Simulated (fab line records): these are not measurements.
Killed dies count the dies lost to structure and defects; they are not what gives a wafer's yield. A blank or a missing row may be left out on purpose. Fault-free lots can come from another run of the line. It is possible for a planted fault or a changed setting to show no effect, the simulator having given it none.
Chamber matching	flow n5-finfet	3 sister chambers for N5_BEOL_M8_CURE_75 on uv-cure-03
The step cures SiCOH lowk, time 120 s. 18 wafers are shown with their chamber, then 9 later ones without.

== EACH WAFER AND ITS CHAMBER ==
wafer	chamber	wafer_temp_C_max	lamp-power-pct (%)
L076.1	2	372.3	52.31
L076.4	2	372.8	52.32
L076.6	2	372.1	52.32
L077.2	1	373.3	52.30
L077.3	1	372.5	52.29
L077.4	1	372.8	52.27
L081.2	0	370.8	52.37
L081.4	0	371.7	52.45
L081.6	0	371.4	52.41
L084.1	0	371.1	52.26
L084.2	0	371.0	52.36
L084.5	0	371.1	52.32
L086.2	1	372.2	52.31
L086.4	1	372.0	52.30
L086.6	1	372.2	52.24
L089.1	0	371.7	52.29
L089.3	0	371.5	52.23
L089.4	0	371.4	52.29

SIGNATURES (means of the wafers above)
reading	chamber 0	chamber 1	chamber 2	scatter within a chamber
wafer_temp_C_max	371.300	372.500	372.400	0.385
lamp-power-pct	52.3311	52.2850	52.3167	0.0547
Rule: a wafer lies at a distance from a chamber equal to the root of the sum of squares, over the readings, of (its reading less the chamber's mean, divided by the reading's scatter). The wafer belongs to the nearest chamber; if the next one is less than 2 further off, it can't be placed. The scatter: the root of (the sum of the squares of (reading less its chamber's mean) over the shown wafers, divided by (wafers less chambers)).

== WAFERS WITHOUT THEIR CHAMBER ==
wafer	wafer_temp_C_max	lamp-power-pct (%)
L093.1	371.5	52.28
L093.4	371.1	52.29
L093.6	371.6	52.37
L092.2	373.0	52.34
L092.4	371.7	52.22
L092.6	372.4	52.33
L095.3	371.8	52.20
L095.5	370.7	52.26
L095.6	371.0	52.26

== WHICH CHAMBER EACH ONE RAN IN ==
wafer	from the rows above	in truth
L093.1	can't be placed: 0 or 2 or 1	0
L093.4	0	0
L093.6	can't be placed: 0 or 2 or 1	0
L092.2	can't be placed: 2 or 1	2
L092.4	can't be placed: 0 or 1 or 2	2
L092.6	can't be placed: 2 or 1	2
L095.3	can't be placed: 1 or 2 or 0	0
L095.5	0	0
L095.6	0	0
Correctly placed: 3 of 9. Not placeable from these rows: 6 (in 6, the candidates include the true chamber). Wrongly placed: 0.
